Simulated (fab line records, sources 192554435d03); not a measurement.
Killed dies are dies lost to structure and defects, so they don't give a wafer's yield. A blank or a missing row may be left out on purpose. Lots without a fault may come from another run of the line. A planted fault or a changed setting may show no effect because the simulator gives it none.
Which tool did it? | flow n5_finfet | 9 lots, 27 wafers sampled, at 6 steps of a route of 1938

WHAT THE GAUGES READ, wafer by wafer
N5_BEOL_M4_OVL_MEAS_29. Usual: V3_OVL -0.2 nm, standard deviation 0.75.
lot  | measured     | on         | V3_OVL (nm)    | flag
L646 | day 7 13:05  | overlay-01 | 0.0 -1.5 -1.3  |
L647 | day 7 16:19  | overlay-02 | 0.1 -0.4 0.2   |
L649 | day 8 08:26  | overlay-02 | -1.4 -1.2 -1.1 |
L650 | day 8 16:35  | overlay-01 | -1.0 0.0 0.0   |
L655 | day 10 00:33 | overlay-02 | -0.2 -0.2 0.9  |
L656 | day 10 01:34 | overlay-02 | -0.8 -0.6 -0.6 |
L665 | day 12 15:24 | overlay-02 | 5.0 3.7 5.3    | OFF
L666 | day 12 19:16 | overlay-01 | 4.8 4.2 4.7    | OFF
L668 | day 13 01:31 | overlay-02 | 0.1 0.7 0.4    |

N5_BEOL_M4_RC_MEAS_101. Usual: DIBL_N 37.2 mV/V, standard deviation 1.8; DIBL_P 37.5 mV/V, standard deviation 2.5; IOFF_N 0.17 nA/um, standard deviation 0.038; IOFF_P 0.24 nA/um, standard deviation 0.046; ION_N 681 uA/um, standard deviation 13; ION_P 469 uA/um, standard deviation 8.5; SS_N 71.7 mV/dec, standard deviation 0.6; SS_P 73.6 mV/dec, standard deviation 0.69; VT_N 249 mV, standard deviation 3.4; VT_P -248 mV, standard deviation 3.6.
lot  | measured     | on        | DIBL_N (mV/V)  | DIBL_P (mV/V)  | IOFF_N (nA/um) | IOFF_P (nA/um) | ION_N (uA/um) | ION_P (uA/um) | SS_N (mV/dec)  | SS_P (mV/dec)  | VT_N (mV)   | VT_P (mV)      | flag
L646 | day 7 19:19  | prober-01 | 37.7 37.1 34.6 | 36.6 35.3 33.2 | 0.20 0.16 0.14 | 0.28 0.25 0.22 | 690 673 667   | 478 466 463   | 72.4 71.7 70.9 | 73.8 73.3 72.3 | 248 251 252 | -245 -246 -245 |
L647 | day 7 23:09  | prober-02 | 34.2 35.2 36.5 | 33.7 34.3 36.2 | 0.12 0.14 0.16 | 0.18 0.20 0.23 | 651 661 690   | 450 456 474   | 70.9 71.7 71.4 | 72.6 73.1 73.9 | 255 253 248 | -254 -250 -247 |
L649 | day 8 15:36  | prober-01 | 39.9 36.9 38.6 | 42.1 37.2 39.4 | 0.24 0.15 0.19 | 0.28 0.19 0.21 | 695 686 673   | 472 467 454   | 71.9 71.3 71.7 | 73.5 72.6 73.9 | 246 251 249 | -249 -255 -253 |
L650 | day 8 21:31  | prober-02 | 36.7 37.9 40.3 | 36.6 37.4 40.6 | 0.16 0.17 0.22 | 0.24 0.26 0.33 | 676 683 685   | 470 478 479   | 72.1 71.4 73.2 | 73.6 73.4 75.0 | 251 247 244 | -246 -243 -242 |
L655 | day 10 15:47 | prober-01 | 36.1 38.9 36.3 | 39.2 41.4 38.1 | 0.18 0.24 0.17 | 0.24 0.29 0.22 | 684 694 670   | 465 478 459   | 72.3 72.1 72.2 | 74.3 75.1 73.6 | 249 244 253 | -248 -245 -251 |
L656 | day 10 18:56 | prober-02 | 38.3 38.7 36.6 | 38.1 39.1 35.9 | 0.19 0.21 0.15 | 0.25 0.25 0.21 | 679 701 673   | 466 474 462   | 72.0 71.2 71.4 | 74.4 74.9 73.6 | 249 244 250 | -248 -248 -250 |
L665 | day 12 23:25 | prober-01 | 38.9 35.8 42.4 | 39.5 36.2 43.9 | 0.22 0.16 0.31 | 0.26 0.19 0.34 | 695 689 697   | 470 469 474   | 71.4 71.1 73.4 | 74.0 73.5 75.2 | 245 249 241 | -247 -251 -245 |
L666 | day 13 03:20 | prober-01 | 36.4 36.6 33.9 | 38.0 38.8 35.6 | 0.17 0.17 0.13 | 0.22 0.24 0.19 | 691 678 674   | 475 468 468   | 71.8 71.1 70.4 | 73.3 73.9 72.5 | 250 249 254 | -250 -247 -249 |
L668 | day 13 07:25 | prober-01 | 36.3 38.2 33.9 | 36.7 38.6 33.7 | 0.16 0.20 0.13 | 0.23 0.26 0.19 | 683 699 671   | 468 476 461   | 71.2 72.2 71.0 | 73.2 73.8 73.2 | 248 248 252 | -248 -248 -251 |

WHICH TOOL RAN EACH LOT (tool, then ch and the chambers of the sampled wafers, then the start)
lot  | N5_BEOL_M4_PECVD_72             | N5_BEOL_M4_STRIP_66                | N5_BEOL_M4_HM_OPEN_17             | N5_BEOL_M4_EXPOSE_25
L646 | pecvd-03 ch 0,1,2, day 7 09:16  | rie_diel-06 ch 0,3, day 7 12:23    | rie_metal-03 ch 0,1, day 7 12:25  | euv_scanner-02 ch 0, day 7 12:55
L647 | pecvd-03 ch 0,2, day 7 12:39    | rie_diel-03 ch 0,1,2, day 7 15:44  | rie_metal-02 ch 0,1, day 7 15:48  | euv_scanner-02 ch 0, day 7 16:08
L649 | pecvd-02 ch 1,2, day 8 04:31    | rie_diel-06 ch 0,1,3, day 8 07:49  | rie_metal-03 ch 0,1, day 8 07:52  | euv_scanner-02 ch 0, day 8 08:15
L650 | pecvd-04 ch 0,2, day 8 14:26    | rie_diel-01 ch 0,2, day 8 15:52    | rie_metal-03 ch 0,1, day 8 15:54  | euv_scanner-01 ch 0, day 8 16:24
L655 | pecvd-04 ch 0,1,2, day 9 21:49  | rie_diel-06 ch 1,2, day 9 23:50    | rie_metal-03 ch 0,1, day 9 23:55  | euv_scanner-02 ch 0, day 10 00:23
L656 | pecvd-04 ch 0,1,2, day 9 23:38  | rie_diel-06 ch 0,1,2, day 10 00:49 | rie_metal-02 ch 0,1, day 10 00:53 | euv_scanner-01 ch 0, day 10 01:24
L665 | pecvd-03 ch 0,1,2, day 12 11:25 | rie_diel-01 ch 0,1,3, day 12 14:49 | rie_metal-02 ch 0,1, day 12 14:52 | euv_scanner-02 ch 0, day 12 15:13
L666 | pecvd-02 ch 0,1, day 12 15:16   | rie_diel-01 ch 0,2,3, day 12 18:34 | rie_metal-03 ch 0,1, day 12 18:36 | euv_scanner-02 ch 0, day 12 19:05
L668 | pecvd-02 ch 1,2, day 12 23:31   | rie_diel-03 ch 0,1,2, day 13 00:56 | rie_metal-03 ch 0,1, day 13 00:59 | euv_scanner-01 ch 0, day 13 01:20
- N5_BEOL_M4_PECVD_72: deposits SiO2 from TEOS/O2, target thk 16 nm, time 18 s.
- N5_BEOL_M4_STRIP_66: strips in CF4.
- N5_BEOL_M4_HM_OPEN_17: chemistry Cl2/BCl3, target TiN, target depth 20 nm, overetch 6 nm.
- N5_BEOL_M4_EXPOSE_25: exposes mask V3, defocus 5 nm.

WHAT THE TOOLS THEMSELVES READ (means of the sampled wafers that have a number; where no wafer has one, the mark that the record gives instead)
N5_BEOL_M4_PECVD_72. Usual: heater_power_w 694 W, standard deviation 74; showerhead_plenum_p_Torr 8.79 Torr, standard deviation 0.05; throttle_valve_pct 22.2 %, standard deviation 1.3.
lot  | tool     | heater_power_w (W) | showerhead_plenum_p_Torr (Torr) | throttle_valve_pct (%) | flag
L646 | pecvd-03 | 688                | 8.79                            | 22.3                   |
L647 | pecvd-03 | 612                | 8.79                            | 21.1                   |
L649 | pecvd-02 | 708                | 8.80                            | 21.0                   |
L650 | pecvd-04 | 651                | 8.79                            | 22.3                   |
L655 | pecvd-04 | 636                | 8.82                            | 23.2                   |
L656 | pecvd-04 | 648                | 8.81                            | 23.3                   |
L665 | pecvd-03 | 659                | 8.79                            | 22.4                   |
L666 | pecvd-02 | 740                | 8.79                            | 21.7                   |
L668 | pecvd-02 | 783                | 8.78                            | 21.2                   |

N5_BEOL_M4_STRIP_66. Usual: drypump_motor_current_A 5.9 A, standard deviation 0.53; oes_product_au 0.81 a.u., standard deviation 0.05; rf_vpp_V 271.5 V, standard deviation 1.6; showerhead_plenum_p_Torr 1.81 Torr, standard deviation 0.066; throttle_valve_pct 13.59 %, standard deviation 0.2.
lot  | tool        | drypump_motor_current_A (A) | oes_product_au (a.u.) | rf_vpp_V (V) | showerhead_plenum_p_Torr (Torr) | throttle_valve_pct (%) | flag
L646 | rie_diel-06 | 6.7                         | 0.88                  | 273.8        | 1.90                            | 13.35                  |
L647 | rie_diel-03 | 5.9                         | 0.82                  | 270.9        | 1.78                            | 13.57                  |
L649 | rie_diel-06 | 6.3                         | 0.86                  | 272.3        | 1.88                            | 13.39                  |
L650 | rie_diel-01 | 5.6                         | 0.83                  | 271.8        | 1.83                            | 13.43                  |
L655 | rie_diel-06 | 5.3                         | 0.76                  | 271.2        | 1.75                            | 13.70                  |
L656 | rie_diel-06 | 5.7                         | 0.80                  | 271.8        | 1.81                            | 13.51                  |
L665 | rie_diel-01 | 5.6                         | 0.79                  | 270.7        | 1.78                            | 13.72                  |
L666 | rie_diel-01 | 5.7                         | 0.78                  | 270.3        | 1.81                            | 13.64                  |
L668 | rie_diel-03 | 5.9                         | 0.78                  | 270.8        | 1.77                            | 13.67                  |

N5_BEOL_M4_HM_OPEN_17. Usual: drypump_motor_current_A 6.0 A, standard deviation 0.53; oes_product_au 0.66 a.u., standard deviation 0.068; throttle_valve_pct 22.01 %, standard deviation 0.28.
lot  | tool         | drypump_motor_current_A (A) | oes_product_au (a.u.) | throttle_valve_pct (%) | flag
L646 | rie_metal-03 | 6.1                         | 0.66                  | 21.87                  |
L647 | rie_metal-02 | 5.6                         | 0.65                  | 22.31                  |
L649 | rie_metal-03 | 6.1                         | 0.66                  | 21.88                  |
L650 | rie_metal-03 | 6.1                         | 0.64                  | 21.90                  |
L655 | rie_metal-03 | 5.6                         | 0.69                  | 21.84                  |
L656 | rie_metal-02 | 5.6                         | 0.64                  | 22.34                  |
L665 | rie_metal-02 | 5.6                         | 0.64                  | 22.32                  |
L666 | rie_metal-03 | 5.6                         | 0.66                  | 21.85                  |
L668 | rie_metal-03 | 6.1                         | 0.64                  | 21.89                  |

N5_BEOL_M4_EXPOSE_25. Usual: stage_msd_nm 0.79 nm, standard deviation 0.048.
lot  | tool           | stage_msd_nm (nm) | flag
L646 | euv_scanner-02 | 0.83              |
L647 | euv_scanner-02 | 0.83              |
L649 | euv_scanner-02 | 0.83              |
L650 | euv_scanner-01 | 0.73              |
L655 | euv_scanner-02 | 0.83              |
L656 | euv_scanner-01 | 0.73              |
L665 | euv_scanner-02 | 0.83              |
L666 | euv_scanner-02 | 0.83              |
L668 | euv_scanner-01 | 0.74              |

THE ANSWER, worked out from the rows above alone
Rule: a lot is off if the mean of its wafers that have a number lies more than 3 standard deviations from the usual mean. A lot without any number at a reading at which 4 lots or more have one is off too. The other lots that the step has rows for count as sound. The gauges are gone through in route order, then the tools' own readings, and for those a lot's mean is taken as printed above. The first step at which some lot is off is used, and at that step the reading that is off furthest; a lot without a number counts as furthest.
Off: L665, L666, at N5_BEOL_M4_OVL_MEAS_29 (V3_OVL).
A tool fits if, at a process step before that reading, it ran every lot that is off, and no sound lot after the first of them. The gauges at N5_BEOL_M4_OVL_MEAS_29 are tried like those tools. Can't be told from this: 2 tools fit, rie_diel-01 at N5_BEOL_M4_STRIP_66, euv_scanner-02 at N5_BEOL_M4_EXPOSE_25.

WHAT THE SIMULATOR HAD PUT IN
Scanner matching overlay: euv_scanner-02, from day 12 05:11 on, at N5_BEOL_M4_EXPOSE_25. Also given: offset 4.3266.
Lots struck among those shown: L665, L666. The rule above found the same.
